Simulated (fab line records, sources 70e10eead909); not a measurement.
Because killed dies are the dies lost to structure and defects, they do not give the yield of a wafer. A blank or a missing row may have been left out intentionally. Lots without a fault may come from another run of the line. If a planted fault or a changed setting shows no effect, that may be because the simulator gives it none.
Struck lot and sound lot, side by side | flow nand_harc | 14 steps out of a route of 1302
Sound: these wafers, L251.2, L251.3, L251.5. Wafers L265.1, L265.3, L265.4 were the ones struck. Last of all comes the cause.
Order at every step that has rows: each side's tool, ch and its chambers, its first start. Under that, the readings that differ: sound wafers | struck wafers | difference of the means | sigmas: that difference in standard deviations of wafers without a fault.
alike: readings with means less than 2 such deviations apart, plus words and numbers identical on both sides. not compared: withheld readings, readings lacking a value on some wafer, bounds such as >300 that could conceal the same value, and numbers that have no deviation in the record and whose values overlap.
A row with sigmas, a row that says differs or no value, or rows on one side alone: a step with any of these is where the two part. Numbers that have no deviation but don't overlap get no sigmas and don't part them. A reading missing from all wafers of one side parts the sides only when that side holds two or more wafers.

first, 7 steps without rows for these wafers: NHARC_P_CONTACT_COAT_34 (time 65 s); NHARC_P_CONTACT_COAT_06 (resist thk 90 nm); NHARC_P_CONTACT_SOFTBAKE_07 (time 55 s); NHARC_P_CONTACT_EBR_08; NHARC_P_CONTACT_EXPOSE_09 (exposes mask P CA, target cd 90 nm); NHARC_P_CONTACT_PEB_10 (peb time 65 s); NHARC_P_CONTACT_DEVELOP_11 (develop time 35 s).
NHARC_P_CONTACT_CD_MEAS_12 targets a cd of 90 nm.
  sound on cd_sem-02 ch 0, day 6 16:46; struck on cd_sem-03 ch 0, day 12 17:56
  alike: cd_nm
NHARC_P_CONTACT_OVL_MEAS_13:
  struck on overlay-01, day 12 18:02; sound on overlay-01, day 6 16:52
  alike: overlay_x_nm, overlay_y_nm
NHARC_P_CONTACT_INSPECT_14:
  struck on defect_inspect-02, day 12 18:04; sound on defect_inspect-02, day 6 16:54
  alike: raw_defect_count
NHARC_P_CONTACT_DESCUM_17: chemistry O2, time 3 s.
  sound on rie_diel-09 ch 1,3, day 6 16:58; struck on rie_diel-09 ch 1,2,3, day 12 18:07
  alike: drypump_motor_current_A, oes_product_au, rf_vpp_V, showerhead_plenum_p_Torr, throttle_valve_pct
  not compared: rf_hours_counter_h
NHARC_P_CONTACT_ETCH_35: etches the open film in CF4, target depth 39 nm, time 65 s.
  sound on rie_diel-09 ch 2,3, day 6 17:02; struck on rie_diel-09 ch 0,1,2, day 12 18:13
  alike: drypump_motor_current_A, oes_product_au, over_etch_frac, rf_vpp_V, showerhead_plenum_p_Torr, throttle_valve_pct
  not compared: rf_hours_counter_h
NHARC_P_CONTACT_ETCH_36: etches the open film in N2/H2, target depth 260 nm, time 406.25 s.
  sound on rie_diel-09 ch 2,3, day 6 17:08; struck on rie_diel-09 ch 0,1,3, day 12 18:18
  reading        | sound          | struck               | difference | sigmas
  over_etch_frac | 0.25 0.25 0.25 | 0.3939 0.3939 0.3939 | +0.1439    |
  alike: drypump_motor_current_A, oes_product_au, rf_vpp_V, showerhead_plenum_p_Torr, throttle_valve_pct
  not compared: rf_hours_counter_h
NHARC_P_CONTACT_ETCH_18: etches the open film in C4F8/O2/Ar, target depth 481 nm, time 240.5 s.
  sound on rie_diel-09 ch 0,3; struck on rie_diel-09 ch 1,2,3
  alike: oes_product_au, rf_vpp_V
  not compared: rf_hours_counter_h

## WHERE THEY PART
Nowhere in this record.

WHY: whatever the simulator had introduced
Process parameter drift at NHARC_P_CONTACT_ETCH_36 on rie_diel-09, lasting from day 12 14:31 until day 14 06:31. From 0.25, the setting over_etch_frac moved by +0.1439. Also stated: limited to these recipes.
